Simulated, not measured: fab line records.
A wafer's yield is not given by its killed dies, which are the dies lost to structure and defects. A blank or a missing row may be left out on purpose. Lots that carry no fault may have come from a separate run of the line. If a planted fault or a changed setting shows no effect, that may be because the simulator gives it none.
fab line records	flow n5-finfet
[record] lots = 24	wafers = 72	last-day = 18
route steps=1938 shown BEOL_M4@1062 BEOL_M5@1137
lots that met no fault: taken from a fault-free run of the same line
start-h: hours from the record's opening day to when the first of the lot's shown wafers began	wait-h: time in hours since the lot's previous step	" unchanged from the row above	L1.1+2: a single row standing in for several wafers	- value missing, or start not given	* or withheld: withheld	< > ~ a bound
route shown NAME@n: NAME is a module with steps in the file, n the number in the route of the first one	usual: average and standard deviation across the fault-free wafers	same: alike in all rows	chamber/n: place in a boat	sites: readings site by site	_std_site: the values' standard deviation	_edge_site: outer sites' mean less inner sites'	radius-mm: how far each site lies from the wafer's centre	mask NAME#n: copy n	behind: the last tool/chamber to shape the wafer	hold: the reason the lot was held/the length of the hold in hours/how it ended	device: names the non-switching transistor (n, p or np)	end of line: the tests these same wafers got at the end of their route	for a step that has no rows: nothing shown but its recipe	killed: dies that structure and defects cost at the first sort, which is not the same as the wafer's yield	map: shows each die of a wafer: x if killed, . if not, _ if none is there
set.NAME: the setting as run; set.NAME@STEP: as run at that earlier step	model.NAME: the simulator's own value behind a step, which no gauge read
route steps across a sampled set of lots; one table per step, one row per wafer
services: when a tool's chamber went out of use (start-h, in hours from the record's first day, below 0 if earlier), for how many hours, and the reason
[[steps]]
[step N5_BEOL_M4_ALD_98]
[recipe] material = SiO2	target-thk-a = 25	temp-c = 100	ald-precursor-family = BDEAS	ald-co-reactant = O2-plasma	pulse-time-s = 1	co-reactant-pulse-time-s = 1	purge-time-s = 2	co-reactant-purge-time-s = 2	ald-cycles = 17	pressure-torr = 2
[usual] heater-power-outer-w = 41/4.4	heater-power-w = 77/8.2	precursor-pulse-height-rel = 1.000/0.018
[same] ald-cycles = 17
lot.wafer	tool	chamber	start-h	wait-h	heater-power-outer-w	heater-power-w	precursor-pulse-height-rel	since-wet-clean-h
L074.1	ald-sin-04	3	158.61	0.1	36	71	0.991	256
L074.4	"	0	"	"	45	83	1.015	256
L074.5	"	0	"	"	45	85	0.997	-
L076.1	ald-sin-04	1	174.04	1.3	45	82	1.021	271
L076.3	"	3	"	"	38	72	1.010	271
L076.5	"	1	"	"	44	80	1.006	-
L075.3	ald-sin-01	0	179.00	0.1	42	77	0.981	170
L075.5	"	2	"	"	38	75	1.055	-
L075.6	"	3	"	"	42	76	0.996	-
L078.1	ald-sin-01	3	196.19	0.4	43	77	0.998	187
L078.4	"	2	"	"	39	73	1.033	187
L078.5	"	2	"	"	39	74	0.967	-
L077.1	ald-sin-01	2	209.29	0.1	39	73	1.007	200
L077.5	"	2	"	"	37	75	1.018	-
L077.6	"	1	"	"	46	82	1.002	-
L079.2	ald-sin-02	0	217.03	0.1	48	92	1.009	118
L079.4	"	1	"	"	38	72	1.002	-
L079.6	"	2	"	"	41	77	0.982	-
L083.1	ald-sin-04	2	224.79	0.2	36	73	1.001	322
L083.2	"	3	"	"	36	71	1.005	322
L083.5	"	3	"	"	36	73	1.000	-
L081.1	ald-sin-01	1	226.33	0.1	46	79	0.950	217
L081.2	"	3	"	"	40	80	1.012	217
L081.5	"	1	"	"	45	83	1.002	-
L080.1	ald-sin-01	0	229.75	0.1	42	78	0.994	220
L080.2	"	2	"	"	38	74	0.981	220
L080.5	"	2	"	"	37	73	1.004	-
L084.1	ald-sin-01	1	236.17	0.5	45	81	1.004	227
L084.4	"	0	"	"	41	77	0.986	227
L084.5	"	0	"	"	43	74	1.002	-
L085.2	ald-sin-04	1	240.67	0.1	43	82	1.018	338
L085.5	"	0	"	"	45	85	1.017	-
L085.6	"	1	"	"	44	82	0.980	-
L082.2	ald-sin-02	3	241.37	0.1	32	62	0.967	142
L082.4	"	0	"	"	48	95	0.987	142
L082.5	"	0	"	"	47	94	1.004	-
L087.3	ald-sin-02	3	245.30	0.1	32	60	1.014	146
L087.5	"	2	"	"	42	78	0.994	-
L087.6	"	1	"	"	37	71	0.980	-
L086.1	ald-sin-02	0	247.36	0.1	47	94	1.006	148
L086.3	"	2	"	"	42	77	1.013	148
L086.4	"	1	"	"	37	71	1.012	148
L090.1	ald-sin-04	3	258.52	0.1	37	72	1.026	356
L090.4	"	1	"	"	44	82	1.035	356
L090.5	"	2	"	"	36	72	1.002	-
L088.1	ald-sin-02	2	261.22	0.1	41	79	1.002	162
L088.2	"	3	"	"	33	61	1.013	162
L088.3	"	0	"	"	48	93	0.998	162
L089.1	ald-sin-02	0	271.81	0.1	47	92	1.010	173
L089.4	"	3	"	"	33	62	0.986	-
L089.6	"	0	"	"	48	93	1.019	-
L091.1	ald-sin-02	0	278.01	0.1	47	93	0.997	179
L091.4	"	2	"	"	40	79	1.024	179
L091.5	"	1	"	"	38	74	0.990	-
L092.1	ald-sin-04	3	282.31	0.2	35	69	1.012	0
L092.4	"	1	"	"	43	78	1.001	0
L092.5	"	2	"	"	35	73	1.004	-
L093.1	ald-sin-02	3	290.80	0.1	33	60	0.973	192
L093.4	"	2	"	"	41	78	1.030	192
L093.6	"	0	"	"	47	92	1.001	-
L096.1	ald-sin-04	1	295.21	0.1	44	76	1.018	13
L096.3	"	3	"	"	35	68	0.994	13
L096.5	"	1	"	"	43	78	1.014	-
L095.3	ald-sin-01	1	297.08	0.1	45	84	0.988	288
L095.5	"	2	"	"	39	72	1.003	-
L095.6	"	3	"	"	43	78	0.998	-
L094.1	ald-sin-01	3	297.53	0.1	42	80	0.955	288
L094.5	"	0	"	"	43	79	0.997	-
L094.6	"	3	"	"	42	77	0.973	-
L097.2	ald-sin-02	2	310.04	0.1	42	80	0.962	211
L097.4	"	0	"	"	46	91	1.002	211
L097.6	"	0	"	"	46	93	1.018	-
[step N5_BEOL_M4_ANNEAL_49]
[recipe] temp-c = 400	time-s = 240	ambient = vacuum
[usual] heater-power-w = 782/70
lot.wafer	tool	chamber	start-h	wait-h	heater-power-w
L074.1	pvd-sputter-01	-	167.50	0.0	645
L074.4	"	-	"	"	714
L074.5	"	-	"	"	621
L076.1	pvd-sputter-01	-	185.10	0.0	760
L076.3	"	-	"	"	768
L076.5	"	-	"	"	762
L075.3	pvd-sputter-02	-	200.23	0.0	816
L075.5	"	-	"	"	851
L075.6	"	-	"	"	759
L078.1	pvd-sputter-01	-	206.19	0.0	649
L078.4	"	-	"	"	717
L078.5	"	-	"	"	636
L077.1	pvd-sputter-01	-	212.68	0.0	770
L077.5	"	-	"	"	625
L077.6	"	-	"	"	735
L079.2	pvd-sputter-03	-	228.57	0.0	720
L079.4	"	-	"	"	857
L079.6	"	-	"	"	824
L083.1	pvd-sputter-02	-	228.69	0.0	766
L083.2	"	-	"	"	807
L083.5	"	-	"	"	747
L081.1	pvd-sputter-02	-	231.71	0.0	801
L081.2	"	-	"	"	759
L081.5	"	-	"	"	838
L080.1	pvd-sputter-03	-	232.09	0.0	795
L080.2	"	-	"	"	808
L080.5	"	-	"	"	850
L082.2	pvd-sputter-02	-	245.14	0.0	773
L082.4	"	-	"	"	827
L082.5	"	-	"	"	840
L084.1	pvd-sputter-02	-	248.44	0.0	877
L084.4	"	-	"	"	777
L084.5	"	-	"	"	811
L087.3	pvd-sputter-03	-	249.02	0.0	742
L087.5	"	-	"	"	713
L087.6	"	-	"	"	792
L085.2	pvd-sputter-01	-	260.89	0.0	637
L085.5	"	-	"	"	753
L085.6	"	-	"	"	629
L086.1	pvd-sputter-03	-	266.01	0.0	836
L086.3	"	-	"	"	801
L086.4	"	-	"	"	819
L090.1	pvd-sputter-03	-	271.09	0.0	814
L090.4	"	-	"	"	723
L090.5	"	-	"	"	791
L088.1	pvd-sputter-01	-	273.65	0.0	631
L088.2	"	-	"	"	715
L088.3	"	-	"	"	744
L089.1	pvd-sputter-02	-	281.93	0.0	909
L089.4	"	-	"	"	811
L089.6	"	-	"	"	905
L091.1	pvd-sputter-01	-	296.86	0.0	634
L091.4	"	-	"	"	761
L091.5	"	-	"	"	751
L092.1	pvd-sputter-02	-	296.97	0.0	941
L092.4	"	-	"	"	754
L092.5	"	-	"	"	797
L093.1	pvd-sputter-03	-	297.63	0.0	812
L093.4	"	-	"	"	821
L093.6	"	-	"	"	873
L096.1	pvd-sputter-03	-	304.36	0.0	861
L096.3	"	-	"	"	822
L096.5	"	-	"	"	800
L094.1	pvd-sputter-03	-	306.20	0.0	821
L094.5	"	-	"	"	730
L094.6	"	-	"	"	803
L095.3	pvd-sputter-03	-	312.22	0.0	803
L095.5	"	-	"	"	825
L095.6	"	-	"	"	721
L097.2	pvd-sputter-02	-	328.88	0.0	769
L097.4	"	-	"	"	811
L097.6	"	-	"	"	910
[step N5_BEOL_M4_ANNEAL_82]
[recipe] temp-c = 400	time-s = 240	ambient = vacuum
[usual] heater-power-w = 783/68
lot.wafer	tool	chamber	start-h	wait-h	heater-power-w
L074.1	pvd-sputter-01	-	167.94	0.0	635
L074.4	"	-	"	"	744
L074.5	"	-	"	"	628
L076.1	pvd-sputter-01	-	185.54	0.0	759
L076.3	"	-	"	"	770
L076.5	"	-	"	"	751
L075.3	pvd-sputter-02	-	200.67	0.0	842
L075.5	"	-	"	"	826
L075.6	"	-	"	"	779
L078.1	pvd-sputter-01	-	206.63	0.0	627
L078.4	"	-	"	"	729
L078.5	"	-	"	"	646
L077.1	pvd-sputter-01	-	213.12	0.0	762
L077.5	"	-	"	"	643
L077.6	"	-	"	"	741
L079.2	pvd-sputter-03	-	229.01	0.0	733
L079.4	"	-	"	"	869
L079.6	"	-	"	"	827
L083.1	pvd-sputter-02	-	229.13	0.0	739
L083.2	"	-	"	"	802
L083.5	"	-	"	"	780
L081.1	pvd-sputter-02	-	232.15	0.0	783
L081.2	"	-	"	"	764
L081.5	"	-	"	"	853
L080.1	pvd-sputter-03	-	232.53	0.0	799
L080.2	"	-	"	"	809
L080.5	"	-	"	"	867
L082.2	pvd-sputter-02	-	245.58	0.0	770
L082.4	"	-	"	"	828
L082.5	"	-	"	"	837
L084.1	pvd-sputter-02	-	248.88	0.0	917
L084.4	"	-	"	"	798
L084.5	"	-	"	"	797
L087.3	pvd-sputter-03	-	249.46	0.0	726
L087.5	"	-	"	"	736
L087.6	"	-	"	"	794
L085.2	pvd-sputter-01	-	261.33	0.0	631
L085.5	"	-	"	"	774
L085.6	"	-	"	"	629
L086.1	pvd-sputter-03	-	266.45	0.0	858
L086.3	"	-	"	"	794
L086.4	"	-	"	"	827
L090.1	pvd-sputter-03	-	271.53	0.0	817
L090.4	"	-	"	"	728
L090.5	"	-	"	"	793
L088.1	pvd-sputter-01	-	274.09	0.0	641
L088.2	"	-	"	"	731
L088.3	"	-	"	"	762
L089.1	pvd-sputter-02	-	282.37	0.0	914
L089.4	"	-	"	"	850
L089.6	"	-	"	"	895
L091.1	pvd-sputter-01	-	297.30	0.0	640
L091.4	"	-	"	"	769
L091.5	"	-	"	"	756
L092.1	pvd-sputter-02	-	297.41	0.0	893
L092.4	"	-	"	"	769
L092.5	"	-	"	"	788
L093.1	pvd-sputter-03	-	298.07	0.0	785
L093.4	"	-	"	"	831
L093.6	"	-	"	"	883
L096.1	pvd-sputter-03	-	304.80	0.0	866
L096.3	"	-	"	"	831
L096.5	"	-	"	"	820
L094.1	pvd-sputter-03	-	306.64	0.0	803
L094.5	"	-	"	"	745
L094.6	"	-	"	"	783
L095.3	pvd-sputter-03	-	312.66	0.0	811
L095.5	"	-	"	"	816
L095.6	"	-	"	"	747
L097.2	pvd-sputter-02	-	329.32	0.0	773
L097.4	"	-	"	"	781
L097.6	"	-	"	"	911
[step N5_BEOL_M4_THK_MEAS_53]
[recipe] thk-meas-gauge = xrf	reads = Cu_of_BEOL_M4_ECD_50
[usual] M4_THK = 40.4/1.2
lot.wafer	tool	chamber	start-h	wait-h	M4_THK[nm]
L074.1	film-metro-01	-	169.99	-	40.2
L074.4	"	-	"	"	40.4
L074.5	"	-	"	"	41.5
L076.1	film-metro-01	-	187.57	-	38.5
L076.3	"	-	"	"	39.4
L076.5	"	-	"	"	38.6
L075.3	film-metro-01	-	202.74	-	39.1
L075.5	"	-	"	"	39.7
L075.6	"	-	"	"	39.6
L078.1	film-metro-02	-	208.69	-	40.9
L078.4	"	-	"	"	40.3
L078.5	"	-	"	"	40.4
L077.1	film-metro-02	-	215.32	-	42.9
L077.5	"	-	"	"	41.1
L077.6	"	-	"	"	41.7
L079.2	film-metro-02	-	231.04	-	39.8
L079.4	"	-	"	"	40.3
L079.6	"	-	"	"	41.0
L083.1	film-metro-02	-	231.44	-	38.8
L083.2	"	-	"	"	41.7
L083.5	"	-	"	"	40.4
L081.1	film-metro-01	-	234.18	-	40.0
L081.2	"	-	"	"	38.4
L081.5	"	-	"	"	39.3
L080.1	film-metro-01	-	234.56	-	39.7
L080.2	"	-	"	"	39.6
L080.5	"	-	"	"	38.6
L082.2	film-metro-02	-	247.61	-	41.4
L082.4	"	-	"	"	41.8
L082.5	"	-	"	"	41.0
L084.1	film-metro-01	-	250.91	-	38.7
L084.4	"	-	"	"	40.0
L084.5	"	-	"	"	39.2
L087.3	film-metro-02	-	251.54	-	41.4
L087.5	"	-	"	"	41.4
L087.6	"	-	"	"	41.8
L085.2	film-metro-01	-	263.36	-	39.7
L085.5	"	-	"	"	40.1
L085.6	"	-	"	"	39.9
L086.1	film-metro-01	-	269.09	-	40.6
L086.3	"	-	"	"	41.6
L086.4	"	-	"	"	42.1
L090.1	film-metro-01	-	273.69	-	40.8
L090.4	"	-	"	"	40.9
L090.5	"	-	"	"	39.7
L088.1	film-metro-01	-	276.31	-	40.2
L088.2	"	-	"	"	39.3
L088.3	"	-	"	"	38.8
L089.1	film-metro-01	-	284.40	-	39.5
L089.4	"	-	"	"	41.8
L089.6	"	-	"	"	39.8
L091.1	film-metro-02	-	299.33	-	40.4
L091.4	"	-	"	"	40.1
L091.5	"	-	"	"	38.8
L092.1	film-metro-02	-	299.44	-	39.8
L092.4	"	-	"	"	41.1
L092.5	"	-	"	"	40.7
L093.1	film-metro-01	-	300.10	-	40.6
L093.4	"	-	"	"	39.9
L093.6	"	-	"	"	42.7
L096.1	film-metro-01	-	306.82	-	40.6
L096.3	"	-	"	"	41.2
L096.5	"	-	"	"	40.5
L094.1	film-metro-02	-	308.67	-	43.0
L094.5	"	-	"	"	42.9
L094.6	"	-	"	"	41.4
L095.3	film-metro-02	-	314.72	-	39.2
L095.5	"	-	"	"	41.2
L095.6	"	-	"	"	41.1
L097.2	film-metro-02	-	331.35	-	41.6
L097.4	"	-	"	"	38.7
L097.6	"	-	"	"	41.2
[step N5_BEOL_M5_STRIP_19]
[recipe] chemistry = O2	power-w = 400	temp-c = 40	pressure-mtorr = 30	rf-frequency-hz = 6e+07	bias-power-w = 0	overash-fraction = 0.2	o2-flow-sccm = 225
[usual] drypump-motor-current-A = 5.8/0.53	oes-product-au = 0.76/0.092	rf-vpp-V = 3.7/0.5	showerhead-plenum-p-Torr = 2.09/0.066	throttle-valve-pct = 16.78/0.29
lot.wafer	tool	chamber	start-h	wait-h	drypump-motor-current-A	oes-product-au	rf-hours-counter-h	rf-vpp-V	showerhead-plenum-p-Torr	throttle-valve-pct
L074.1	rie-diel-04	2	173.50	0.1	5.5	0.76	166	4.6	2.18	16.77
L074.4	"	3	"	"	5.6	0.69	238	3.3	1.98	17.08
L074.5	"	1	"	"	6.6	0.77	-	3.7	2.01	16.81
L076.1	rie-diel-04	3	190.38	0.1	5.7	0.68	243	3.5	1.98	17.09
L076.3	"	0	"	"	6.1	0.72	183	3.7	2.09	16.84
L076.5	"	0	"	"	6.1	0.73	-	4.3	2.09	16.85
L075.3	rie-diel-04	2	206.69	0.1	5.5	0.75	176	3.8	2.18	16.76
L075.5	"	0	"	"	6.1	0.72	-	4.4	2.09	16.87
L075.6	"	1	"	"	6.6	0.77	-	4.8	2.01	16.81
L078.1	rie-diel-02	3	212.81	0.1	4.8	0.73	197	3.5	2.09	16.94
L078.4	"	1	"	"	5.9	0.92	-	3.0	2.22	16.24
L078.5	"	3	"	"	4.8	0.72	-	3.4	2.09	16.94
L077.1	rie-diel-02	3	219.66	0.2	4.8	0.72	199	3.7	2.09	16.95
L077.5	"	2	"	"	5.6	0.73	-	4.3	2.11	16.53
L077.6	"	1	"	"	5.9	0.92	-	3.6	2.22	16.25
L079.2	rie-diel-02	1	234.68	0.1	5.9	0.92	25	4.0	2.22	16.26
L079.4	"	0	"	"	6.0	0.71	230	3.7	2.07	17.10
L079.6	"	0	"	"	6.0	0.71	-	3.5	2.07	17.11
L083.1	rie-diel-05	1	235.77	0.1	6.8	0.69	224	3.4	2.07	16.95
L083.2	"	2	"	"	5.5	0.96	3	2.9	2.05	16.23
L083.5	"	3	"	"	5.6	0.71	-	3.5	2.07	17.23
L081.1	rie-diel-04	1	238.61	0.1	6.6	0.76	179	4.6	2.00	16.85
L081.2	"	3	"	"	5.7	0.98	3	3.7	2.24	16.62
L081.5	"	1	"	"	6.6	0.76	-	3.5	2.00	16.86
L080.1	rie-diel-04	1	239.50	0.1	6.6	0.76	180	3.5	2.00	16.86
L080.2	"	2	"	"	5.5	0.74	189	3.9	2.18	16.80
L080.5	"	2	"	"	5.5	0.75	-	3.3	2.18	16.80
L082.2	rie-diel-05	0	251.58	0.1	5.4	0.68	234	4.0	2.06	16.89
L082.4	"	2	"	"	5.5	0.94	7	3.7	2.05	16.24
L082.5	"	2	"	"	5.5	0.93	-	3.7	2.05	16.23
L084.1	rie-diel-02	1	254.19	0.1	5.9	0.90	30	3.7	2.22	16.26
L084.4	"	2	"	"	5.6	0.73	157	3.7	2.11	16.57
L084.5	"	3	"	"	4.7	0.72	-	3.1	2.08	16.97
L087.3	rie-diel-05	2	257.12	0.2	5.5	0.93	9	4.0	2.05	16.24
L087.5	"	0	"	"	5.4	0.68	-	3.8	2.06	16.87
L087.6	"	3	"	"	5.6	0.70	-	3.6	2.07	17.23
L085.2	rie-diel-05	3	266.61	0.1	5.6	0.70	223	4.5	2.07	17.23
L085.5	"	0	"	"	5.4	0.68	-	3.6	2.06	16.89
L085.6	"	3	"	"	5.6	0.70	-	3.0	2.07	17.24
L086.1	rie-diel-05	2	273.07	0.2	5.5	0.92	13	4.6	2.05	16.25
L086.3	"	3	"	"	5.6	0.70	225	3.2	2.07	17.23
L086.4	"	0	"	"	5.4	0.67	240	3.5	2.06	16.89
L090.1	rie-diel-04	2	277.46	0.1	5.5	0.73	197	3.5	2.17	16.83
L090.4	"	0	"	"	6.1	0.69	211	4.1	2.08	16.90
L090.5	"	1	"	"	6.6	0.74	-	3.8	2.00	16.89
L088.1	rie-diel-02	1	280.79	0.1	5.9	0.89	38	3.0	2.22	16.29
L088.2	"	2	"	"	5.7	0.73	165	3.7	2.10	16.57
L088.3	"	3	"	"	4.7	0.71	216	3.9	2.08	16.97
L089.1	rie-diel-05	2	289.39	0.1	5.5	0.91	18	2.7	2.05	16.25
L089.4	"	3	"	"	5.6	0.69	230	4.2	2.07	17.26
L089.6	"	1	"	"	6.7	0.68	-	3.8	2.06	16.97
L091.1	rie-diel-05	1	303.52	0.1	6.7	0.68	243	4.1	2.06	16.98
L091.4	"	1	"	"	6.7	0.67	-	3.7	2.06	16.99
L091.5	"	0	"	"	5.4	0.67	-	3.6	2.06	16.90
L092.1	rie-diel-05	0	304.01	0.1	5.4	0.66	249	3.0	2.06	16.91
L092.4	"	1	"	"	6.7	0.68	-	3.6	2.06	16.98
L092.5	"	2	"	"	5.5	0.89	-	3.7	2.05	16.26
L093.1	rie-diel-05	2	304.34	0.3	5.5	0.89	22	4.5	2.05	16.25
L093.4	"	2	"	"	5.5	0.89	-	2.7	2.05	16.26
L093.6	"	1	"	"	6.7	0.67	-	4.5	2.06	17.02
L096.1	rie-diel-04	3	311.93	0.2	5.7	0.92	25	3.9	2.23	16.68
L096.3	"	2	"	"	5.5	0.72	208	3.5	2.17	16.82
L096.5	"	3	"	"	5.7	0.92	-	4.1	2.23	16.67
L094.1	rie-diel-02	3	312.22	0.2	4.7	0.70	226	3.7	2.08	16.98
L094.5	"	2	"	"	5.6	0.72	-	3.3	2.10	16.60
L094.6	"	1	"	"	5.9	0.87	-	3.5	2.21	16.29
L095.3	rie-diel-02	3	318.72	0.1	4.8	0.70	228	2.8	2.07	16.99
L095.5	"	3	"	"	4.7	0.70	-	3.5	2.07	16.99
L095.6	"	1	"	"	5.9	0.87	-	3.8	2.21	16.30
L097.2	rie-diel-04	1	336.08	0.2	6.6	0.74	210	3.5	1.99	16.91
L097.4	"	3	"	"	5.7	0.92	33	4.3	2.22	16.67
L097.6	"	1	"	"	6.6	0.73	-	4.6	1.99	16.93
[step N5_BEOL_M5_ETCH_67]
[recipe] chemistry = CF4	target = SiARC	target-depth-a = 156	mask-material = CAR-EUV	time-s = 26	ion-energy-ev = 80	pressure-mtorr = 40	source-w = 545	bias-w = 36	Ar_flow_sccm = 100	cf4-flow-sccm = 100	ends = cleared
[usual] cf4-flow-sccm = 99.97/0.27	drypump-motor-current-A = 5.9/0.52	etch-rf-on-time-s = 25.9/0.43	oes-product-au = 0.65/0.082	rf-vpp-V = 184.2/1.2	showerhead-plenum-p-Torr = 2.15/0.071	throttle-valve-pct = 15.74/0.27
lot.wafer	tool	chamber	start-h	wait-h	cf4-flow-sccm	drypump-motor-current-A	etch-rf-on-time-s	oes-product-au	rf-hours-counter-h	rf-vpp-V	showerhead-plenum-p-Torr	throttle-valve-pct
L074.1	rie-diel-02	2	175.58	0.0	100.26	5.6	25.8	0.65	135	185.2	2.15	15.41
L074.4	"	1	"	"	99.77	5.9	25.9	0.83	6	187.2	2.29	15.21
L074.5	"	1	"	"	99.98	5.9	25.6	0.83	-	185.9	2.28	15.24
L076.1	rie-diel-05	3	191.90	0.0	99.89	5.6	27.0	0.60	202	184.2	2.12	16.12
L076.3	"	1	"	"	99.89	6.7	25.5	0.61	210	183.0	2.13	15.91
L076.5	"	3	"	"	99.72	5.6	26.9	0.60	-	185.7	2.12	16.12
L075.3	rie-diel-02	1	207.61	0.0	99.97	5.9	25.8	0.79	-	185.8	2.28	15.24
L075.5	"	3	"	"	100.01	4.8	25.8	0.62	-	184.8	2.13	15.86
L075.6	"	1	"	"	99.69	5.9	25.7	0.80	-	186.0	2.28	15.26
L078.1	rie-diel-05	1	213.98	0.0	100.12	6.7	25.1	0.61	217	184.5	2.12	15.93
L078.4	"	0	"	"	99.95	5.4	25.8	0.59	-	182.7	2.11	15.82
L078.5	"	1	"	"	100.15	6.7	25.1	0.60	-	183.1	2.12	15.92
L077.1	rie-diel-05	3	220.91	0.0	100.44	5.6	26.9	0.60	211	183.9	2.12	16.12
L077.5	"	1	"	"	100.44	6.7	25.5	0.59	-	183.6	2.12	15.93
L077.6	"	3	"	"	99.98	5.6	27.0	0.60	-	183.4	2.12	16.15
L083.1	rie-diel-04	3	236.83	0.0	100.24	5.7	25.5	0.85	3	187.1	2.28	15.54
L083.2	"	0	"	"	100.12	6.1	26.0	0.60	198	185.4	2.13	15.82
L083.5	"	1	"	"	99.69	6.6	25.5	0.64	-	182.4	2.05	15.77
L079.2	rie-diel-04	0	237.36	0.0	99.80	6.1	26.0	0.61	199	183.8	2.13	15.84
L079.4	"	1	"	"	100.03	6.6	25.4	0.65	179	182.3	2.05	15.79
L079.6	"	2	"	"	99.98	5.5	26.0	0.63	-	185.4	2.22	15.74
L081.1	rie-diel-02	0	239.33	0.0	99.80	6.0	26.4	0.59	231	183.3	2.11	16.06
L081.2	"	1	"	"	100.02	5.9	25.8	0.78	27	185.6	2.28	15.26
L081.5	"	2	"	"	100.29	5.6	26.1	0.63	-	183.1	2.14	15.44
L080.1	rie-diel-05	3	243.37	0.0	99.69	5.6	26.7	0.60	218	183.0	2.11	16.14
L080.2	"	0	"	"	100.00	5.4	26.1	0.59	232	182.3	2.11	15.83
L080.5	"	0	"	"	100.33	5.4	26.5	0.58	-	183.3	2.11	15.83
L082.2	rie-diel-04	1	252.54	0.0	99.94	6.6	26.3	0.63	185	181.9	2.05	15.80
L082.4	"	2	"	"	99.91	5.5	26.1	0.63	191	185.0	2.22	15.73
L082.5	"	1	"	"	99.86	6.5	26.2	0.63	-	182.2	2.05	15.81
L084.1	rie-diel-04	0	255.90	0.0	100.14	6.1	26.1	0.60	205	183.6	2.13	15.84
L084.4	"	2	"	"	99.80	5.5	25.8	0.64	191	185.5	2.22	15.74
L084.5	"	3	"	"	99.54	5.6	25.6	0.83	-	185.9	2.28	15.56
L087.3	rie-diel-04	1	258.85	0.0	99.39	6.6	25.6	0.64	187	183.7	2.05	15.81
L087.5	"	0	"	"	99.62	6.1	26.1	0.60	-	183.9	2.13	15.85
L087.6	"	1	"	"	99.56	6.5	26.0	0.63	-	183.0	2.05	15.79
L085.2	rie-diel-02	1	269.41	0.0	100.15	5.9	26.0	0.76	34	185.7	2.28	15.30
L085.5	"	2	"	"	100.39	5.6	25.9	0.63	-	183.3	2.14	15.46
L085.6	"	1	"	"	100.29	5.9	26.0	0.76	-	184.4	2.28	15.28
L086.1	rie-diel-04	1	274.85	0.0	100.37	6.6	26.0	0.63	191	183.1	2.05	15.83
L086.3	"	3	"	"	99.91	5.6	25.9	0.80	14	186.6	2.28	15.58
L086.4	"	0	"	"	100.30	6.1	26.5	0.59	210	183.8	2.13	15.85
L090.1	rie-diel-04	3	279.91	0.0	99.69	5.7	25.3	0.80	15	186.1	2.27	15.58
L090.4	"	2	"	"	100.02	5.5	25.7	0.63	198	185.7	2.21	15.77
L090.5	"	2	"	"	99.91	5.5	25.9	0.63	-	184.2	2.21	15.77
L088.1	rie-diel-02	1	284.18	0.0	99.51	5.9	25.7	0.76	39	186.8	2.27	15.30
L088.2	"	0	"	"	99.98	6.0	26.3	0.58	244	184.7	2.11	16.09
L088.3	"	2	"	"	99.83	5.6	26.1	0.62	166	185.4	2.14	15.49
L089.1	rie-diel-05	2	289.94	0.0	100.01	5.5	25.6	0.77	18	184.1	2.10	15.21
L089.4	"	0	"	"	100.25	5.4	26.1	0.57	245	184.4	2.11	15.85
L089.6	"	0	"	"	100.54	5.4	26.3	0.57	-	184.2	2.11	15.85
L091.1	rie-diel-04	2	304.13	0.0	99.66	5.5	25.9	0.63	206	184.4	2.21	15.77
L091.4	"	3	"	"	100.02	5.6	25.3	0.80	24	185.0	2.27	15.60
L091.5	"	0	"	"	100.15	6.1	26.1	0.59	-	185.6	2.12	15.88
L092.1	rie-diel-04	0	304.58	0.0	99.70	6.1	26.2	0.60	219	184.5	2.12	15.86
L092.4	"	3	"	"	99.87	5.6	25.4	0.80	24	182.2	2.27	15.61
L092.5	"	2	"	"	99.96	5.5	26.0	0.62	-	184.4	2.21	15.77
L093.1	rie-diel-05	0	307.67	0.0	100.08	5.4	26.4	0.57	250	183.9	2.11	15.88
L093.4	"	1	"	"	99.54	6.7	25.9	0.58	-	184.6	2.11	15.98
L093.6	"	0	"	"	100.06	5.4	26.5	0.56	-	183.8	2.11	15.87
L096.1	rie-diel-05	2	313.13	0.0	99.80	5.5	25.9	0.75	26	182.2	2.10	15.22
L096.3	"	1	"	"	100.23	6.7	26.1	0.58	-	183.3	2.11	15.99
L096.5	"	2	"	"	99.53	5.5	25.7	0.75	-	183.2	2.10	15.24
L094.1	rie-diel-05	1	313.71	0.0	99.80	6.7	25.9	0.57	248	184.4	2.11	15.99
L094.5	"	1	"	"	100.00	6.7	25.8	0.58	-	183.3	2.11	15.98
L094.6	"	2	"	"	100.17	5.5	25.3	0.76	-	183.5	2.10	15.24
L095.3	rie-diel-04	2	319.51	0.0	99.60	5.5	25.6	0.62	210	184.5	2.21	15.80
L095.5	"	3	"	"	100.03	5.7	25.2	0.79	-	185.3	2.27	15.59
L095.6	"	0	"	"	100.23	6.1	25.8	0.59	-	183.9	2.12	15.87
L097.2	rie-diel-05	3	338.45	0.0	100.03	5.6	27.3	0.58	239	185.2	2.11	16.19
L097.4	"	2	"	"	99.54	5.5	26.1	0.72	-	182.9	2.09	15.25
L097.6	"	1	"	"	99.61	6.6	25.9	0.57	-	183.5	2.11	15.99
[[services]]
tool	chamber	start-h	hours	kind
rie-diel-02	-	139.51	0.9	repair
pvd-sputter-03	-	161.93	6.6	repair
pvd-sputter-02	-	185.64	12.6	repair
ald-sin-01	-	189.68	4.3	pm
rie-diel-02	0	202.66	7.8	repair
rie-diel-02	2	206.69	6.6	repair
rie-diel-05	2	209.91	-	clean
rie-diel-05	2	209.91	-	consumable-replace:focus-ring
rie-diel-04	3	210.24	-	clean
rie-diel-04	3	210.24	-	consumable-replace:focus-ring
rie-diel-04	3	210.24	-	consumable-replace:showerhead
rie-diel-04	3	210.24	16.8	scheduled-down
ald-sin-02	3	212.69	12.1	repair
ald-sin-02	1	221.04	5.6	repair
ald-sin-02	2	226.91	10.4	repair
ald-sin-04	2	234.21	14.3	repair
ald-sin-02	0	253.08	4.4	repair
ald-sin-02	2	264.60	10.1	repair
rie-diel-02	3	267.45	4.0	repair
ald-sin-04	3	267.92	3.5	repair
ald-sin-04	-	268.31	14.0	pm
rie-diel-02	-	275.75	2.8	pm
ald-sin-02	2	291.10	5.3	repair
ald-sin-04	-	312.15	0.5	repair
[[key]]
fault none
